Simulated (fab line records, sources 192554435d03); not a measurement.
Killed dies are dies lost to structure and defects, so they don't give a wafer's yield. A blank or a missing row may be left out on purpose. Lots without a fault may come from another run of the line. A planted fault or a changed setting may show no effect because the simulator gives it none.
Which tool did it? | flow n5_finfet | 11 lots, 33 wafers sampled, at 4 steps of a route of 1938

WHAT THE GAUGES READ, wafer by wafer
The record holds no reading of a measuring or inspecting step that can be judged against a usual standard deviation.

WHICH TOOL RAN EACH LOT (tool, then ch and the chambers of the sampled wafers, then the start)
lot  | N5_BEOL_M1_ETCH_70                 | N5_PASSIVATION_DESCUM_32           | N5_PASSIVATION_STRIP_48            | N5_PASSIVATION_PROBE_49
L539 | rie_diel-02 ch 0,2,3, day 7 06:05  | rie_diel-03 ch 0,2,3, day 13 07:36 | rie_diel-03 ch 0,1,2, day 13 09:53 | -
L540 | rie_diel-02 ch 0,1,3, day 7 23:03  | rie_diel-01 ch 2,3, day 14 05:37   | rie_diel-05 ch 0,1,2, day 14 08:01 | prober-01, day 14 10:36
L541 | rie_diel-04 ch 0,3, day 7 23:31    | rie_diel-03 ch 0,1, day 13 23:29   | rie_diel-05 ch 0,1, day 14 02:11   | -
L536 | rie_diel-04 ch 1,3, day 8 00:24    | rie_diel-05 ch 0,1, day 14 14:47   | rie_diel-03 ch 0,3, day 14 17:16   | -
L542 | rie_diel-04 ch 1,3, day 8 04:24    | rie_diel-03 ch 2,3, day 14 10:49   | rie_diel-01 ch 0,1,2, day 14 13:24 | prober-02, day 14 15:54
L546 | rie_diel-02 ch 0,2,3, day 8 18:04  | rie_diel-05 ch 0,2,3, day 14 20:07 | rie_diel-03 ch 0,2, day 14 22:29   | prober-02, day 15 01:00
L547 | rie_diel-04 ch 0,1,3, day 8 21:07  | rie_diel-01 ch 0,2,3, day 15 01:26 | rie_diel-05 ch 1,2, day 15 03:53   | prober-01, day 15 06:27
L548 | rie_diel-04 ch 0,1,3, day 9 14:29  | rie_diel-05 ch 0,2, day 15 19:18   | rie_diel-05 ch 1,3, day 15 21:59   | prober-02, day 16 00:29
L549 | rie_diel-04 ch 1,3, day 9 22:56    | rie_diel-05 ch 2,3, day 16 12:29   | rie_diel-01 ch 0,1,2, day 16 14:47 | prober-02, day 16 17:16
L554 | rie_diel-02 ch 0,1,3, day 10 18:44 | rie_diel-03 ch 0,3, day 17 09:31   | rie_diel-05 ch 0,1,2, day 17 12:29 | -
L558 | rie_diel-02 ch 1,2, day 12 02:31   | rie_diel-05 ch 0,1,2, day 18 21:39 | rie_diel-01 ch 0,1,3, day 19 00:05 | prober-02, day 19 02:38
- N5_BEOL_M1_ETCH_70: etches SOC in N2/H2, target depth 80 nm, overetch 16 nm, time 120 s.
- N5_PASSIVATION_DESCUM_32: chemistry O2, time 7.9 s.
- N5_PASSIVATION_STRIP_48: strips in O2.
- N5_PASSIVATION_PROBE_49

WHAT THE TOOLS THEMSELVES READ (means of the sampled wafers that have a number; where no wafer has one, the mark that the record gives instead)
N5_BEOL_M1_ETCH_70. Usual: drypump_motor_current_A 5.9 A, standard deviation 0.38; oes_product_au 0.60 a.u., standard deviation 0.068; rf_vpp_V 523.5 V, standard deviation 2.4; showerhead_plenum_p_Torr 2.53 Torr, standard deviation 0.084; throttle_valve_pct 17.91 %, standard deviation 0.26.
lot  | tool        | drypump_motor_current_A (A) | oes_product_au (a.u.) | rf_vpp_V (V) | showerhead_plenum_p_Torr (Torr) | throttle_valve_pct (%) | flag
L539 | rie_diel-02 | 5.9                         | 0.66                  | 524.0        | 2.53                            | 17.80                  |
L540 | rie_diel-02 | 6.1                         | 0.61                  | 523.5        | 2.51                            | 17.93                  |
L541 | rie_diel-04 | 6.1                         | 0.57                  | 521.9        | 2.47                            | 18.01                  |
L536 | rie_diel-04 | 5.7                         | 0.56                  | 524.0        | 2.55                            | 17.96                  |
L542 | rie_diel-04 | 5.7                         | 0.56                  | 523.7        | 2.54                            | 17.96                  |
L546 | rie_diel-02 | 5.9                         | 0.64                  | 524.2        | 2.53                            | 17.84                  |
L547 | rie_diel-04 | 5.9                         | 0.56                  | 522.6        | 2.50                            | 18.00                  |
L548 | rie_diel-04 | 5.8                         | 0.56                  | 521.7        | 2.50                            | 18.01                  |
L549 | rie_diel-04 | 5.6                         | 0.59                  | 524.2        | 2.56                            | 17.83                  |
L554 | rie_diel-02 | 6.1                         | 0.59                  | 523.6        | 2.51                            | 17.97                  |
L558 | rie_diel-02 | 5.7                         | 0.60                  | 523.6        | 2.55                            | 18.06                  |

N5_PASSIVATION_DESCUM_32. Usual: drypump_motor_current_A 5.5 A, standard deviation 0.52; oes_product_au 0.76 a.u., standard deviation 0.07; rf_vpp_V 243.6 V, standard deviation 1.3; showerhead_plenum_p_Torr 2.13 Torr, standard deviation 0.062; throttle_valve_pct 20.62 %, standard deviation 0.21.
lot  | tool        | drypump_motor_current_A (A) | oes_product_au (a.u.) | rf_vpp_V (V) | showerhead_plenum_p_Torr (Torr) | throttle_valve_pct (%) | flag
L539 | rie_diel-03 | 5.8                         | 0.78                  | 245.1        | 2.17                            | 20.66                  |
L540 | rie_diel-01 | 5.0                         | 0.69                  | 245.0        | 2.16                            | 20.70                  |
L541 | rie_diel-03 | 5.4                         | 0.75                  | 243.5        | 2.12                            | 20.57                  |
L536 | rie_diel-05 | 6.0                         | 0.79                  | 242.1        | 2.03                            | 20.73                  |
L542 | rie_diel-03 | 5.6                         | 0.78                  | 243.7        | 2.15                            | 20.83                  |
L546 | rie_diel-05 | 5.5                         | 0.80                  | 243.7        | 2.14                            | 20.64                  |
L547 | rie_diel-01 | 5.5                         | 0.71                  | 243.8        | 2.13                            | 20.50                  |
L548 | rie_diel-05 | 6.0                         | 0.78                  | 242.8        | 2.08                            | 20.72                  |
L549 | rie_diel-05 | 4.9                         | 0.78                  | 245.0        | 2.19                            | 20.59                  |
L554 | rie_diel-03 | 5.9                         | 0.75                  | 244.4        | 2.18                            | 20.56                  |
L558 | rie_diel-05 | 5.8                         | 0.77                  | 243.2        | 2.07                            | 20.66                  |

N5_PASSIVATION_STRIP_48. Usual: drypump_motor_current_A 5.6 A, standard deviation 0.5; oes_product_au 0.79 a.u., standard deviation 0.084; rf_vpp_V 3.6 V, standard deviation 2.3; showerhead_plenum_p_Torr 2.13 Torr, standard deviation 0.064; throttle_valve_pct 16.81 %, standard deviation 0.2.
lot  | tool        | drypump_motor_current_A (A) | oes_product_au (a.u.) | rf_vpp_V (V) | showerhead_plenum_p_Torr (Torr) | throttle_valve_pct (%) | flag
L539 | rie_diel-03 | 5.4                         | 0.73                  | 2.0          | 2.13                            | 16.89                  |
L540 | rie_diel-05 | 5.8                         | 0.79                  | 2.2          | 2.09                            | 16.79                  |
L541 | rie_diel-05 | 5.8                         | 0.80                  | 2.8          | 2.03                            | 16.83                  |
L536 | rie_diel-03 | 6.1                         | 0.84                  | 4.5          | 2.22                            | 16.72                  |
L542 | rie_diel-01 | 5.5                         | 0.76                  | 1.0          | 2.13                            | 16.86                  |
L546 | rie_diel-03 | 5.6                         | 0.72                  | 3.5          | 2.14                            | 16.91                  |
L547 | rie_diel-05 | 5.6                         | 0.80                  | 4.3          | 2.14                            | 16.70                  |
L548 | rie_diel-05 | 5.3                         | 0.77                  | 3.5          | 2.08                            | 16.80                  |
L549 | rie_diel-01 | 5.5                         | 0.74                  | 4.9          | 2.13                            | 16.85                  |
L554 | rie_diel-05 | 5.8                         | 0.79                  | 2.8          | 2.08                            | 16.85                  |
L558 | rie_diel-01 | 5.7                         | 0.81                  | 1.5          | 2.11                            | 16.63                  |

N5_PASSIVATION_PROBE_49. Usual: defect_limited_yield 91.7 %, standard deviation 1.5; killed_at_M0_to_M3 32, standard deviation 10; killed_at_M4_up 14, standard deviation 5.3; killed_at_contacts 13, standard deviation 5.7; killed_at_front_end 37, standard deviation 10; killed_at_other 3.3, standard deviation 2.5; killed_dies 98, standard deviation 18; killed_on_rim 13, standard deviation 3.6; killed_open 65, standard deviation 13; killed_short 31, standard deviation 7.5; sort_bin_5_function 4.9 %, standard deviation 0.91; sort_bin_6_memory 3.1 %, standard deviation 0.71; sort_bin_8_speed 0.00 %, standard deviation 0.017; sort_n_pass 1082, standard deviation 18; sort_yield_pct 91.7 %, standard deviation 1.5.
lot  | tool      | defect_limited_yield (%) | killed_at_M0_to_M3 | killed_at_M4_up | killed_at_contacts | killed_at_front_end | killed_at_other | killed_dies | killed_on_rim | killed_open | killed_short | sort_bin_5_function (%) | sort_bin_6_memory (%) | sort_bin_8_speed (%) | sort_n_pass | sort_yield_pct (%) | flag
L540 | prober-01 | 91.8                     | 35                 | 12              | 12                 | 37                  | 1.0             | 97          | 12            | 70          | 26           | 4.6                     | 3.5                   | 0.00                 | 1083        | 91.8               |
L542 | prober-02 | 91.6                     | 20                 | 18              | 16                 | 41                  | 3.7             | 100         | 15            | 66          | 31           | 4.6                     | 3.5                   | 0.00                 | 1080        | 91.6               |
L546 | prober-02 | 90.1                     | 40                 | 14              | 25                 | 37                  | 2.7             | 117         | 16            | 81          | 33           | 5.4                     | 4.1                   | 0.00                 | 1063        | 90.1               |
L547 | prober-01 | 88.6                     | 74                 | 14              | 15                 | 27                  | 5.3             | 135         | 17            | 57          | 31           | 6.8                     | 3.0                   | 0.00                 | 1045        | 88.6               | OFF
L548 | prober-02 | 86.8                     | 82                 | 14              | 18                 | 39                  | 2.7             | 156         | 19            | 71          | 35           | 7.7                     | 3.7                   | 0.00                 | 1024        | 86.8               | OFF
L549 | prober-02 | 83.4                     | 134                | 10              | 14                 | 34                  | 3.3             | 196         | 22            | 69          | 35           | 9.8                     | 4.1                   | 0.00                 | 984         | 83.4               | OFF
L558 | prober-02 | 90.8                     | 31                 | 14              | 17                 | 42                  | 4.3             | 109         | 17            | 68          | 40           | 5.6                     | 3.3                   | 0.00                 | 1071        | 90.8               |

THE ANSWER, worked out from the rows above alone
Rule: a lot is off if the mean of its wafers that have a number lies more than 3 standard deviations from the usual mean. A lot without any number at a reading at which 4 lots or more have one is off too. The other lots that the step has rows for count as sound. The gauges are gone through in route order, then the tools' own readings, and for those a lot's mean is taken as printed above. The first step at which some lot is off is used, and at that step the reading that is off furthest; a lot without a number counts as furthest.
Off: L547, L548, L549, at N5_PASSIVATION_PROBE_49 (killed_at_M0_to_M3). Neither off nor sound, because the step has no rows for them: L539, L541, L536, L554.
A tool fits if, at that step or a process step before it, it ran every lot that is off, and no sound lot after the first of them. One fits: rie_diel-04 at N5_BEOL_M1_ETCH_70. Its last sound lot is L542 (day 8 04:24), its first lot that is off L547 (day 8 21:07): a fault that began between those two fits.

WHAT THE SIMULATOR HAD PUT IN
Chamber particle source: rie_diel-04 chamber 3, from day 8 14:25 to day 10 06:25, at N5_BEOL_M1_ETCH_70. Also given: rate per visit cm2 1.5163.
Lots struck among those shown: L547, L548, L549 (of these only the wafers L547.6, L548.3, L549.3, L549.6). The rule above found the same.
